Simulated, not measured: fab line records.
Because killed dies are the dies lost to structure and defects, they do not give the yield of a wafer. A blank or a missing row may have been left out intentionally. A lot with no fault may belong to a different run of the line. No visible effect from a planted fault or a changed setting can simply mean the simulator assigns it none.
fab line records ; flow n5Finfet
record lots=9; wafers=27; lastDay=19
route steps=1938 shown BEOL_M4@1111 BEOL_M13@1689 PASSIVATION@1936
lots that met no fault: from a run of the same line without faults
startH: hours from the record's opening day to when the first of the lot's shown wafers began ; waitH: hours from the lot's prior step to this one ; " as in the row above ; L1.1+2: several wafers, shown together as one row ; - no value, or no start given ; * or withheld: withheld ; < > ~ a bound
route shown NAME@n: a module of which the file shows steps, and the number in the route of the first ; usual: mean/standard deviation taken from wafers without a fault ; same: alike in all rows ; chamber/n: place in a boat ; sites: readings site by site ; _std_site: their standard deviation ; _edge_site: inner sites' mean taken away from outer sites' mean ; radiusMm: for every site, how far away it sits from the centre of the wafer ; mask NAME#n: copy n ; behind: tool/chamber where the wafer was last shaped ; hold: why the lot went on hold/how many hours it stayed there/how the hold came to an end ; device: the transistor (n, p or np) that didn't switch ; end of line: the tests these same wafers got at the end of their route ; a step with no rows: only its recipe ; killed: the dies lost at the first sort to structure and to defects; this is not the yield of the wafer ; map: the dies of a wafer, with x for killed, . for not killed, _ for no die there
set.NAME: the setting as run; set.NAME@STEP: as run at that earlier step ; model.NAME: the simulator's own value behind a step, which no gauge read
the route's steps for a sample of lots (tables are steps, rows are wafers)
services: a tool's chamber out of use, with start hour (startH, from the record's first day; less than 0 if before it), hours out, and reason
## steps
# step N5_BEOL_M4_RC_MEAS_101
# usual DIBL_N=35.1/1.6; DIBL_P=34.9/1.8; IOFF_N=0.143/0.026; IOFF_P=0.21/0.037; ION_N=671/11; ION_P=463/7.8; SS_N=71.2/0.58; SS_P=73.0/0.54; VT_N=251/3; VT_P=-250/4.1
lot.wafer;tool;chamber;startH;waitH;DIBL_N[mV/V];DIBL_P[mV/V];IOFF_N[nA/um];IOFF_P[nA/um];ION_N[uA/um];ION_P[uA/um];SS_N[mV/dec];SS_P[mV/dec];VT_N[mV];VT_P[mV]
L964.3;prober-01;0;196.47;0.3;33.5;33.1;0.131;0.17;676;461;71.2;72.3;249;-254
L964.5;prober-01;0;196.47;0.3;33.3;32.9;0.129;0.17;670;453;71.2;73.0;251;-255
L964.6;prober-01;0;196.47;0.3;34.0;33.4;0.138;0.16;675;460;70.9;73.1;253;-254
L966.2;prober-02;0;211.34;0.2;33.6;34.0;0.139;0.22;672;467;71.6;73.1;250;-246
L966.4;prober-02;0;211.34;0.2;31.6;31.3;0.109;0.18;659;467;70.8;71.9;252;-249
L966.6;prober-02;0;211.34;0.2;31.3;31.5;0.106;0.18;655;457;70.6;71.9;253;-247
L972.2;prober-01;0;250.13;0.2;34.9;33.6;0.126;0.17;671;460;71.2;72.4;255;-254
L972.3;prober-01;0;250.13;0.2;35.5;35.2;0.131;0.18;661;459;70.9;73.8;254;-254
L972.6;prober-01;0;250.13;0.2;34.3;33.2;0.118;0.16;664;454;70.7;72.8;254;-256
L973.2;prober-02;0;263.23;0.2;36.7;36.5;0.161;0.26;684;474;71.2;73.9;250;-244
L973.3;prober-02;0;263.23;0.2;38.4;37.9;0.194;0.30;687;478;72.3;73.7;246;-242
L973.4;prober-02;0;263.23;0.2;38.0;37.9;0.191;0.30;692;478;71.5;73.6;248;-239
L979.4;prober-01;0;311.07;0.5;34.1;34.2;0.138;0.20;668;462;70.5;73.2;251;-247
L979.5;prober-01;0;311.07;0.5;34.5;33.9;0.140;0.19;670;459;71.0;73.2;253;-249
L979.6;prober-01;0;311.07;0.5;34.7;36.2;0.165;0.24;696;477;71.9;73.1;246;-246
L980.1;prober-01;0;317.73;0.0;33.6;33.2;0.113;0.18;655;462;70.6;72.5;253;-249
L980.2;prober-01;0;317.73;0.0;36.4;36.0;0.156;0.22;676;475;71.6;73.7;252;-248
L980.4;prober-01;0;317.73;0.0;33.3;32.2;0.106;0.16;656;455;70.8;71.9;255;-252
L982.1;prober-02;0;331.02;0.0;38.4;38.9;0.223;0.25;674;451;72.7;74.1;250;-248
L982.4;prober-02;0;331.02;0.0;33.5;34.8;0.133;0.19;675;461;70.7;72.9;252;-248
L982.5;prober-02;0;331.02;0.0;35.1;36.8;0.157;0.21;681;466;70.6;73.5;248;-252
L983.3;prober-01;0;339.92;0.9;37.5;36.4;0.162;0.26;673;469;71.4;73.5;252;-244
L983.5;prober-01;0;339.92;0.9;35.5;34.0;0.135;0.23;673;466;71.0;73.5;251;-247
L983.6;prober-01;0;339.92;0.9;36.4;35.6;0.157;0.25;677;476;71.7;74.0;250;-243
L984.1;prober-01;0;340.87;0.0;35.0;35.3;0.138;0.21;667;463;71.1;73.1;249;-248
L984.5;prober-01;0;340.87;0.0;34.8;36.6;0.135;0.23;661;462;71.2;73.1;249;-247
L984.6;prober-01;0;340.87;0.0;35.2;35.1;0.132;0.21;677;474;71.0;73.1;249;-248
# step N5_BEOL_M13_CD_MEAS_28
# recipe targetCdNm=209.5; landingEnergyEv=500; detector=seInlens
# usual cdNm=209.2/1
lot.wafer;tool;chamber;startH;waitH;cdNm
L964.3;cdSem-02;0;288.27;-;208.9
L964.5;cdSem-02;0;288.27;-;208.2
L964.6;cdSem-02;0;288.27;-;208.0
L966.2;cdSem-03;0;301.44;-;207.9
L966.4;cdSem-03;0;301.44;-;210.3
L966.6;cdSem-03;0;301.44;-;208.7
L972.2;cdSem-01;0;326.62;-;209.1
L972.3;cdSem-01;0;326.62;-;208.4
L972.6;cdSem-01;0;326.62;-;208.3
L973.2;cdSem-01;0;335.03;-;208.2
L973.3;cdSem-01;0;335.03;-;207.7
L973.4;cdSem-01;0;335.03;-;208.4
L980.1;cdSem-03;0;388.54;-;209.6
L980.2;cdSem-03;0;388.54;-;209.8
L980.4;cdSem-03;0;388.54;-;208.3
L979.4;cdSem-03;0;400.76;-;211.2
L979.5;cdSem-03;0;400.76;-;209.1
L979.6;cdSem-03;0;400.76;-;207.9
L983.3;cdSem-03;0;417.73;-;208.6
L983.5;cdSem-03;0;417.73;-;209.4
L983.6;cdSem-03;0;417.73;-;210.1
L982.1;cdSem-01;0;418.61;-;210.7
L982.4;cdSem-01;0;418.61;-;210.4
L982.5;cdSem-01;0;418.61;-;210.2
L984.1;cdSem-02;0;420.74;-;209.3
L984.5;cdSem-02;0;420.74;-;207.9
L984.6;cdSem-02;0;420.74;-;209.2
# step N5_BEOL_M13_SPUTTER_44
# recipe material=Ta; targetThkA=100; tempC=50; biasV=80; powerW=15000; chamberPressurePa=0.07; timeS=16.13
# usual biasV=80.0/0.84; cathodeDcPowerW=15000/2.7; susceptorTempC=50.00/0.11; throttleValvePct=30.8/1
lot.wafer;tool;chamber;startH;waitH;biasV;cathodeDcPowerW;susceptorTempC;throttleValvePct
L964.3;pvdSputter-03;-;294.42;0.0;80.5;14998;50.06;28.8
L964.5;pvdSputter-03;-;294.42;0.0;78.9;14995;49.87;30.6
L964.6;pvdSputter-03;-;294.42;0.0;80.2;14998;49.80;29.0
L966.2;pvdSputter-02;-;302.89;0.0;79.6;15001;50.03;30.3
L966.4;pvdSputter-02;-;302.89;0.0;80.5;15004;49.99;30.0
L966.6;pvdSputter-02;-;302.89;0.0;81.5;14998;50.03;32.5
L972.2;pvdSputter-01;-;329.92;0.0;-;-;-;-
L972.3;pvdSputter-01;-;329.92;0.0;-;-;-;-
L972.6;pvdSputter-01;-;329.92;0.0;-;-;-;-
L973.2;pvdSputter-01;-;339.99;0.0;-;-;-;-
L973.3;pvdSputter-01;-;339.99;0.0;-;-;-;-
L973.4;pvdSputter-01;-;339.99;0.0;-;-;-;-
L980.1;pvdSputter-01;-;391.35;0.0;80.2;14997;50.05;32.4
L980.2;pvdSputter-01;-;391.35;0.0;81.0;14999;49.89;29.7
L980.4;pvdSputter-01;-;391.35;0.0;80.0;15005;50.03;30.8
L979.4;pvdSputter-01;-;406.90;0.0;79.4;15003;50.07;29.6
L979.5;pvdSputter-01;-;406.90;0.0;79.5;15005;50.06;32.1
L979.6;pvdSputter-01;-;406.90;0.0;79.2;15002;50.11;29.4
L982.1;pvdSputter-01;-;423.44;0.0;79.7;15001;50.29;30.5
L982.4;pvdSputter-01;-;423.44;0.0;81.8;15002;50.10;30.8
L982.5;pvdSputter-01;-;423.44;0.0;81.0;15001;50.15;30.6
L984.1;pvdSputter-01;-;423.80;0.0;78.0;15001;50.02;30.6
L984.5;pvdSputter-01;-;423.80;0.0;78.3;15004;49.95;31.0
L984.6;pvdSputter-01;-;423.80;0.0;80.7;15001;49.95;31.1
L983.3;pvdSputter-02;-;423.81;0.0;79.7;15001;49.90;30.2
L983.5;pvdSputter-02;-;423.81;0.0;79.9;15000;49.93;30.0
L983.6;pvdSputter-02;-;423.81;0.0;82.4;15000;49.89;32.4
# step N5_BEOL_M13_CMP_49
# recipe stopOn=SiOC; tOverpolishS=17.1; downForcePsi=1; platenRpm=50; clearingPlatenDownForcePsi=1.5; clearingPlatenRpm=50; postCmpClean=cuAlkaline; targetThkNm=420; clearingPlatenPadVelocityMS=0.99484; padVelocityMS=0.99484
# usual barrierFieldEndpointS=30.1/0.64; edgeZonePressureFrac=0.999/0.005; motorCurrentA=6.0/0.73
lot.wafer;tool;chamber;startH;waitH;barrierFieldEndpointS;edgeZonePressureFrac;motorCurrentA
L964.3;cmp-02;1;295.08;0.2;30.3;0.995;4.9
L964.5;cmp-02;1;295.08;0.2;30.8;0.997;5.3
L964.6;cmp-02;2;295.08;0.2;29.7;0.993;5.6
L966.2;cmp-02;0;303.89;0.3;30.0;1.005;6.4
L966.4;cmp-02;1;303.89;0.3;29.1;1.008;5.0
L966.6;cmp-02;3;303.89;0.3;29.2;0.998;6.0
L972.2;cmp-04;1;330.62;0.2;17.8;0.993;6.3
L972.3;cmp-04;2;330.62;0.2;17.6;0.998;5.8
L972.6;cmp-04;0;330.62;0.2;18.6;0.991;4.9
L973.2;cmp-04;1;340.66;0.2;18.4;1.003;6.4
L973.3;cmp-04;3;340.66;0.2;18.1;1.001;6.4
L973.4;cmp-04;0;340.66;0.2;17.7;0.991;5.4
L980.1;cmp-04;2;392.04;0.3;29.2;1.000;5.8
L980.4;cmp-04;3;392.04;0.3;30.5;0.997;6.4
L980.2;cmp-04;0;392.04;0.3;29.7;0.996;5.0
L979.4;cmp-04;2;407.56;0.1;31.1;1.002;5.6
L979.6;cmp-04;2;407.56;0.1;30.0;1.001;5.9
L979.5;cmp-04;3;407.56;0.1;30.6;1.008;6.3
L982.1;cmp-04;3;424.56;0.4;31.0;1.006;6.7
L982.4;cmp-04;0;424.56;0.4;31.4;0.995;5.2
L982.5;cmp-04;2;424.56;0.4;29.8;0.990;6.0
L984.1;cmp-03;1;424.71;0.3;30.9;1.001;6.0
L984.5;cmp-03;1;424.71;0.3;30.8;0.999;6.1
L984.6;cmp-03;2;424.71;0.3;30.4;1.000;6.1
L983.3;cmp-04;3;425.10;0.3;29.9;0.993;6.3
L983.6;cmp-04;0;425.10;0.3;30.6;1.001;5.2
L983.5;cmp-04;1;425.10;0.3;30.1;0.986;6.2
# step N5_BEOL_M13_THK_MEAS_50
# recipe thkMeasGauge=xrf; reads=Cu_of_BEOL_M13_ECD_47
# usual M13_THK=417/6.9
lot.wafer;tool;chamber;startH;waitH;M13_THK[nm]
L964.3;filmMetro-01;-;295.37;-;410
L964.5;filmMetro-01;-;295.37;-;409
L964.6;filmMetro-01;-;295.37;-;409
L966.2;filmMetro-02;-;304.12;-;424
L966.4;filmMetro-02;-;304.12;-;417
L966.6;filmMetro-02;-;304.12;-;409
L972.2;filmMetro-01;-;330.88;-;439
L972.3;filmMetro-01;-;330.88;-;429
L972.6;filmMetro-01;-;330.88;-;438
L973.2;filmMetro-02;-;340.96;-;428
L973.3;filmMetro-02;-;340.96;-;424
L973.4;filmMetro-02;-;340.96;-;433
L980.1;filmMetro-01;-;392.30;-;417
L980.2;filmMetro-01;-;392.30;-;422
L980.4;filmMetro-01;-;392.30;-;426
L979.4;filmMetro-01;-;407.86;-;427
L979.5;filmMetro-01;-;407.86;-;430
L979.6;filmMetro-01;-;407.86;-;412
L982.1;filmMetro-01;-;424.82;-;418
L982.4;filmMetro-01;-;424.82;-;426
L982.5;filmMetro-01;-;424.82;-;419
L984.1;filmMetro-02;-;425.00;-;423
L984.5;filmMetro-02;-;425.00;-;411
L984.6;filmMetro-02;-;425.00;-;426
L983.3;filmMetro-01;-;425.28;-;419
L983.5;filmMetro-01;-;425.28;-;420
L983.6;filmMetro-01;-;425.28;-;431
# step N5_BEOL_M13_DEP_53
# recipe material=SiCN; targetThkA=500; tempC=withheld; precursor=3MS/NH3; pressureTorr=3; rfW=675; timeS=17.8
# usual showerheadPlenumPTorr=4.157/0.019; throttleValvePct=17.8/0.98
lot.wafer;tool;chamber;startH;waitH;showerheadPlenumPTorr;throttleValvePct
L964.3;pecvd-04;2;295.43;0.0;4.161;18.2
L964.5;pecvd-04;0;295.43;0.0;4.138;17.9
L964.6;pecvd-04;2;295.43;0.0;4.171;18.3
L966.2;pecvd-01;2;304.19;0.0;4.188;16.7
L966.4;pecvd-01;0;304.19;0.0;4.166;17.3
L966.6;pecvd-01;1;304.19;0.0;4.147;18.6
L972.2;pecvd-01;0;330.94;0.0;4.150;17.4
L972.3;pecvd-01;2;330.94;0.0;4.173;16.7
L972.6;pecvd-01;2;330.94;0.0;4.185;16.7
L973.2;pecvd-01;1;341.02;0.0;4.145;18.5
L973.3;pecvd-01;0;341.02;0.0;4.144;16.9
L973.4;pecvd-01;2;341.02;0.0;4.172;16.7
L980.1;pecvd-04;0;392.36;0.0;4.123;18.1
L980.2;pecvd-04;2;392.36;0.0;4.165;18.5
L980.4;pecvd-04;2;392.36;0.0;4.172;18.7
L979.4;pecvd-02;2;407.95;0.0;4.138;16.8
L979.5;pecvd-02;2;407.95;0.0;4.129;16.9
L979.6;pecvd-02;0;407.95;0.0;4.149;19.4
L982.1;pecvd-02;0;424.88;0.0;4.149;19.6
L982.4;pecvd-02;2;424.88;0.0;4.136;16.8
L982.5;pecvd-02;1;424.88;0.0;4.158;16.2
L984.1;pecvd-04;2;425.06;0.0;4.174;18.9
L984.5;pecvd-04;2;425.06;0.0;4.171;18.6
L984.6;pecvd-04;1;425.06;0.0;4.192;18.9
L983.3;pecvd-02;1;425.35;0.0;4.147;16.4
L983.5;pecvd-02;1;425.35;0.0;4.158;16.4
L983.6;pecvd-02;0;425.35;0.0;4.160;19.3
# step N5_PASSIVATION_PROBE_49
# usual defectLimitedYield=91.1/1.4; killed_at_M0_to_M3=36/11; killed_at_M4_up=14/5.2; killedAtContacts=12/6.1; killedAtFrontEnd=40/12; killedAtOther=3.2/2.5; killedDies=105/16; killedOpen=68/12; killedShort=35/8.7; sort_bin_5_function=5.2/0.89; sort_bin_6_memory=3.3/0.66; sortNPass=1074/16; sortYieldPct=91.1/1.4
# same grossDies=1180; killedAtBackSide=0; sort_bin_4_leakage[%]=0; sort_bin_8_speed[%]=0
lot.wafer;tool;chamber;startH;waitH;defectLimitedYield[%];killed_at_M0_to_M3;killed_at_M4_up;killedAtContacts;killedAtFrontEnd;killedAtOther;killedDies;killedOpen;killedShort;sort_bin_5_function[%];sort_bin_6_memory[%];sortNPass;sortYieldPct[%]
L972.2;prober-01;-;362.97;0.1;82.0;23;116;18;46;9;212;69;39;13.6;3.4;968;82.0
L972.3;prober-01;-;363.02;0.1;82.3;25;115;15;53;1;209;61;38;13.6;3.6;971;82.3
L972.6;prober-01;-;363.17;0.3;82.8;24;114;26;39;0;203;66;32;12.8;3.4;977;82.8
L973.2;prober-02;-;370.11;0.1;82.3;33;130;13;31;2;209;61;30;14.3;3.1;971;82.3
L973.3;prober-02;-;370.16;0.1;84.9;26;106;12;34;0;178;52;30;12.5;2.5;1002;84.9
L973.4;prober-02;-;370.21;0.2;81.1;59;117;11;35;1;223;75;41;15.3;3.3;957;81.1
# killed by level:class
L972.2 BEOL_M13:areaSputter=92 BEOL_M4:geometricParticle:open=13 MOL_CONTACT_COAG:geometricParticle:open=13 FIN_SAQP:geometricParticle:short=9 DUMMY_GATE:geometricParticle:open=6 BEOL_M3:geometricParticle:open=6 PAD_METAL:geometricParticle:short=5 HKMG_FIN:areaEtch=5
L972.3 BEOL_M13:areaSputter=103 FIN_SAQP:geometricParticle:short=19 MOL_CONTACT_COAG:geometricParticle:open=14 BEOL_M3:geometricParticle:open=13 FIN_SAQP:geometricParticle:open=9 GATE_CUT:geometricParticle:short=5 BEOL_M4:geometricParticle:open=5 BEOL_M0_SAQP:geometricParticle:open=4
L972.6 BEOL_M13:areaSputter=96 MOL_CONTACT_COAG:geometricParticle:open=20 BEOL_M0_SAQP:geometricParticle:short=7 BEOL_M4:geometricParticle:open=7 HKMG_FIN:areaEtch=7 FIN_SAQP:geometricParticle:short=6 MOL_CONTACT_COAG:geometricParticle:short=6 BEOL_M3:geometricParticle:open=6
L973.2 BEOL_M13:areaSputter=116 BEOL_M3:geometricParticle:open=10 MOL_CONTACT_COAG:geometricParticle:open=9 FIN_SAQP:geometricParticle:open=8 BEOL_M0_SAQP:geometricParticle:short=8 STI_FIN_REVEAL:geometricParticle:open=7 BEOL_M2:geometricParticle:open=7 GATE_CUT:geometricParticle:open=5
L973.3 BEOL_M13:areaSputter=95 MOL_CONTACT_COAG:geometricParticle:open=11 GATE_CUT:geometricParticle:short=9 STI_FIN_REVEAL:geometricParticle:open=7 BEOL_M2:geometricParticle:open=6 BEOL_M0_SAQP:geometricParticle:short=6 BEOL_M4:geometricParticle:open=6 BEOL_M0_SAQP:geometricParticle:open=5
L973.4 BEOL_M13:areaSputter=107 BEOL_M0_SAQP:geometricParticle:short=19 BEOL_M2:geometricParticle:open=14 MOL_CONTACT_COAG:geometricParticle:open=10 BEOL_M0_SAQP:geometricParticle:open=10 FIN_SAQP:geometricParticle:open=8 STI_FIN_REVEAL:geometricParticle:open=8 BEOL_M3:geometricParticle:open=8
## services
tool;chamber;startH;hours;kind
pecvd-04;-;289.15;1.3;repair
pecvd-04;-;292.24;0.7;repair
pecvd-01;1;308.21;9.5;repair
cmp-04;-;313.29;1.4;repair
pecvd-02;0;315.02;2.1;scheduledDown
pecvd-02;-;318.23;2.8;pm
cmp-02;-;339.95;0.9;repair
pecvd-04;0;364.62;5.5;scheduledDown
cmp-03;-;366.27;5.1;pm
cmp-04;-;368.88;4.0;pm
cmp-02;-;368.98;4.0;pm
cmp-04;-;372.88;-;consumableReplace:conditioner
cmp-04;-;372.88;-;consumableReplace:pad
cmp-02;-;372.98;-;consumableReplace:conditioner
pecvd-02;1;383.62;-;clean
pecvd-02;1;383.62;-;consumableReplace:showerhead
pecvd-02;1;383.62;29.0;scheduledDown
pecvd-02;1;383.62;29.0;ventCycle
pvdSputter-02;-;394.73;1.5;repair
cmp-02;-;397.58;0.9;repair
pecvd-02;0;399.12;5.5;scheduledDown
pecvd-04;-;403.89;0.8;pm
cmp-03;-;408.77;1.9;repair
cmp-02;-;409.81;0.5;repair
## key
firstSign step=N5_BEOL_M13_SPUTTER_44; reading=toolRecord; direction=missing
effect step=N5_BEOL_M13_CMP_49; reading=barrierFieldEndpointS; direction=down; sigmas=19; usual=30.1; struck=18.0
effect step=N5_BEOL_M13_THK_MEAS_50; reading=M13_THK; direction=up; sigmas=2.1; usual=417; struck=432
effect step=N5_PASSIVATION_PROBE_49; reading=killed_at_M4_up; direction=up; sigmas=20; usual=14; struck=116
moreKillsBornAt N5_BEOL_M13_SPUTTER_44@pvdSputter-01=614
metAt N5_BEOL_M13_SPUTTER_44
struckLots L972,L973
notActingAt N5_BEOL_M13_CD_MEAS_28,N5_BEOL_M13_THK_MEAS_50,N5_BEOL_M13_DEP_53
fault kind=skippedStepWhole; tool=pvdSputter-01; chamber=-; onsetH=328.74; steps=N5_BEOL_M13_SPUTTER_44; scope=struckLotsOnly
